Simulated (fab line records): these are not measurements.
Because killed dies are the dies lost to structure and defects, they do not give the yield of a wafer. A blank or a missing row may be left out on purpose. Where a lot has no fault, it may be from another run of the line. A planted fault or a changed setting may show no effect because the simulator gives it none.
Matching of chambers    flow nand-harc    pecvd-02 running NHARC_THIN_TSV_DEP_47: 3 sister chambers
The step deposits SiO2, target thk 200 nm. 6 wafers are shown with their chamber, then 8 later ones without.

WAFERS PAIRED WITH THEIR CHAMBERS
wafer   chamber  throttle-valve-pct (%)
L420.5  0        16.2
L421.2  1        16.0
L421.4  1        16.2
L425.5  2        15.8
L425.6  0        16.5
L424.1  2        15.8

WAFERS WHOSE CHAMBER IS MISSING
wafer   throttle-valve-pct (%)
L424.3  16.2
L424.5  15.9
L426.1  16.6
L426.3  16.1
L426.5  16.4
L436.4  15.6
L436.5  15.7
L436.6  16.1

WHICH CHAMBER EACH ONE RAN IN
wafer    from the rows above       in truth
L424.3   can't be placed: 1 or 0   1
L424.5   can't be placed: 2 or 1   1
L426.1   can't be placed: 0 or 1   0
L426.3   can't be placed: 1 or 0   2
L426.5   can't be placed: 0 or 1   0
L436.4   2                         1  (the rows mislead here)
L436.5   2                         2
L436.6   can't be placed: 1 or 0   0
Correctly placed: 1 of 8. Can't be placed from these rows: 6 (the true chamber is among the candidates in 5). Placed wrongly: 1.
How it was worked out, from the rows above alone: a wafer's distance from a chamber is the root of the sum, over the readings, of the square of ((its reading less the chamber's mean) divided by the reading's scatter). If the next closest chamber is less than 2 further off than the closest, the wafer can't be placed; otherwise it belongs to the closest. For every chamber, the mean is computed from those of its wafers that are shown. The scatter: take each reading less its chamber's mean, square it, sum over the shown wafers, divide by the number of wafers less the number of chambers, and take the root.
